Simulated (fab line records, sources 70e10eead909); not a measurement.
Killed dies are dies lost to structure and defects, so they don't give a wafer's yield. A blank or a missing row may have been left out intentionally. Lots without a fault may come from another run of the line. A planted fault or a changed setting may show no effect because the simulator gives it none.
Comparing a struck lot with a sound one || flow nand_harc || 14 out of 1159 route steps
Sound: these wafers, L791.1, L791.2, L791.6. Wafers L801.2, L801.4, L801.6 were the ones struck. At the end, the cause is stated.
For every step that has rows: the tool of each side, followed by ch and its chambers, followed by its first start. Under that, the readings that differ: sound wafers || struck wafers || difference of the means || sigmas: that difference in standard deviations of wafers without a fault.
alike: readings with means less than 2 such deviations apart, plus words and numbers identical on both sides. not compared: withheld readings, readings lacking a value on some wafer, bounds such as >300 that could conceal the same value, and numbers that have no deviation in the record and whose values overlap.
A row with sigmas, a row that says differs or no value, or rows on one side alone: a step with any of these is where the two part. Numbers that have no deviation but don't overlap get no sigmas and don't part them. Lack of a reading on every wafer of one side parts them only where that side has two or more wafers.

first, 7 steps without rows for these wafers: NHARC_P_STI_SRD_35; NHARC_P_STI_ETCH_36 (etches SiO2 in dHF, target depth 38.8 nm); NHARC_P_STI_STRIP_24 (strips Si3N4 in H3PO4); NHARC_P_STI_ETCH_37 (etches SiO2 in dHF, target depth 11 nm); NHARC_P_STI_PRECLEAN_38 (cleans in SC1); NHARC_P_STI_SRD_39; NHARC_P_STI_OXIDE_40 (material SiO2, target thk 10 nm, ox time 1362 s).
NHARC_P_STI_INSPECT_25:
  sound on defect_inspect-02, day 4 10:31; struck on defect_inspect-02, day 7 02:40
  alike: raw_defect_count
then, 3 steps without rows for these wafers: NHARC_P_GATE_ETCH_69 (etches SiO2 in dHF, target depth 14 nm); NHARC_P_GATE_PRECLEAN_70 (cleans in SC1); NHARC_P_GATE_SRD_01.
NHARC_P_GATE_OXIDE_02: material SiO2, target thk 37.5 nm, ox time 365 s.
  sound on furnace-05 ch 0, day 4 13:34; struck on furnace-05 ch 0, day 7 05:43
{"reading": "spike_tc_bottom_C (C)", "sound": "969.3 969.5 970.7", "struck": "924.8 924.9 925.4", "difference": -44.8, "sigmas": -47}
{"reading": "spike_tc_centre_C (C)", "sound": "950.1 951.6 949.0", "struck": "905.4 904.6 905.6", "difference": -45.0, "sigmas": -41}
{"reading": "spike_tc_lower_C (C)", "sound": "948.3 948.8 949.4", "struck": "904.1 905.6 904.2", "difference": -44.2, "sigmas": -34}
{"reading": "spike_tc_top_C (C)", "sound": "963.4 961.3 962.4", "struck": "920.1 918.9 919.7", "difference": -42.8, "sigmas": -25}
{"reading": "spike_tc_upper_C (C)", "sound": "952.0 950.1 950.3", "struck": "905.7 905.2 903.4", "difference": -46.0, "sigmas": -38}
{"reading": "tube_center_temp_C (C)", "sound": "949.98 950 950.08", "struck": "905.44 905.29 905.38", "difference": -44.65, "sigmas": "-99 or more"}
{"reading": "zone_power_top_pct (%)", "sound": "36.8 37.5 36.8", "struck": "34.4 34.2 34.6", "difference": -2.6, "sigmas": -4}
{"reading": "zone_power_upper_pct (%)", "sound": "20.1 19.8 19.8", "struck": "17.9 17.8 17.8", "difference": -2.1, "sigmas": -3}
  alike: zone_power_lower_pct
then, 2 steps without rows for these wafers: NHARC_P_GATE_DEHYDRATE_03 (time 120 s); NHARC_END_SORT_01.

WHERE THEY PART
Only at NHARC_P_GATE_OXIDE_02, within this record.

WHY: whatever the simulator had introduced
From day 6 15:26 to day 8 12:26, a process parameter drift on furnace-05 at NHARC_P_GATE_OXIDE_02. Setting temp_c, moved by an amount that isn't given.
